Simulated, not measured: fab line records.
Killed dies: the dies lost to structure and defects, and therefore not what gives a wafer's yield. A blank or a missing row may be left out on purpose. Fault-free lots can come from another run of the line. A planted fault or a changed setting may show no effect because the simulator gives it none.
Chamber matching ; flow n5 finfet ; rie diel-01 running N5_BEOL_M9_STRIP_67: 4 sister chambers
The step strips in CF4. 8 wafers are shown with their chamber, then 10 later ones without.

== EACH WAFER AND ITS CHAMBER ==
wafer;chamber;showerhead plenum p Torr (Torr);drypump motor current A (A)
L075.3;1;1.732;5.9
L079.6;0;1.763;6.1
L081.5;0;1.762;6.1
L083.1;1;1.728;5.8
L083.2;3;1.781;6.7
L083.6;2;1.738;6.0
L084.3;3;1.780;6.7
L084.5;2;1.737;6.1

== WAFERS WHOSE CHAMBER IS MISSING ==
wafer;showerhead plenum p Torr (Torr);drypump motor current A (A)
L084.6;1.780;6.7
L085.1;1.727;5.9
L085.3;1.779;6.7
L085.5;1.737;6.0
L086.1;1.777;6.6
L086.2;1.758;6.1
L086.3;1.735;6.0
L096.3;1.773;6.7
L096.5;1.720;5.8
L096.6;1.752;6.1

== WHICH CHAMBER EACH WENT THROUGH ==
wafer;from the rows above;in truth
L084.6;3;3
L085.1;1;1
L085.3;3;3
L085.5;2;2
L086.1;3;3
L086.2;0;0
L086.3;2;2
L096.3;3;3
L096.5;1;1
L096.6;0;0
Correct placement for 10 of the 10. Left unplaced by these rows: 0. 0 placed wrongly.
How it was worked out, from the rows above alone: a wafer's distance from a chamber is the root of the sum, over the readings, of the square of ((its reading less the chamber's mean) divided by the reading's scatter). If the next closest chamber is less than 2 further off than the closest, the wafer can't be placed; otherwise it belongs to the closest. Each chamber's mean is taken over the wafers shown for it. How the scatter is found: for the shown wafers, subtract from each reading the mean of its chamber, square and add these, divide the total by (wafers less chambers), then take the root.
